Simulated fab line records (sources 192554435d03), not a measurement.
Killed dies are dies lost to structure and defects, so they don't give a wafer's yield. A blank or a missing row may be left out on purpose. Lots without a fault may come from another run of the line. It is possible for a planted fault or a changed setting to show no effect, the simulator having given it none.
Chamber matching + flow n5_finfet + 4 sister chambers for N5_PMOS_HMC_CHANNEL_EPI_STRIP_33 on rie_diel-05
The step strips in N2/H2. 4 wafers are shown with their chamber, then 10 later ones without.

EACH WAFER AND ITS CHAMBER
| wafer  | chamber | showerhead_plenum_p_Torr (Torr) |
|--------|---------|---------------------------------|
| L086.2 | 3       | 3.39                            |
| L086.3 | 0       | 3.32                            |
| L091.1 | 1       | 3.21                            |
| L091.2 | 2       | 3.37                            |

WAFERS WITH NO CHAMBER GIVEN
| wafer  | showerhead_plenum_p_Torr (Torr) |
|--------|---------------------------------|
| L091.3 | 3.32                            |
| L091.4 | 3.38                            |
| L091.5 | 3.32                            |
| L091.6 | 3.38                            |
| L092.2 | 3.37                            |
| L092.3 | 3.21                            |
| L092.6 | 3.21                            |
| L095.3 | 3.20                            |
| L095.5 | 3.38                            |
| L095.6 | 3.37                            |

WHICH CHAMBER EACH WENT THROUGH
| wafer  | from the rows above     | in truth |
|--------|-------------------------|----------|
| L091.3 | 0                       | 0        |
| L091.4 | can't be placed: 2 or 3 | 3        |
| L091.5 | 0                       | 0        |
| L091.6 | can't be placed: 2 or 3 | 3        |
| L092.2 | 2                       | 2        |
| L092.3 | 1                       | 1        |
| L092.6 | 1                       | 1        |
| L095.3 | 1                       | 1        |
| L095.5 | can't be placed: 2 or 3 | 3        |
| L095.6 | 2                       | 2        |
Correct placement for 7 of the 10. Unplaceable from these rows: 3, with the true chamber sitting among the candidates in 3. Wrongly placed: 0.
How it was worked out, from the rows above alone: a wafer's distance from a chamber is the root of the sum, over the readings, of the square of ((its reading less the chamber's mean) divided by the reading's scatter). If the next closest chamber is less than 2 further off than the closest, the wafer can't be placed; otherwise it belongs to the closest. Each chamber's mean is taken over the wafers shown for it. The scatter: root of mean squared gap, hidden wafer to nearest shown wafer, with one shown wafer a chamber.
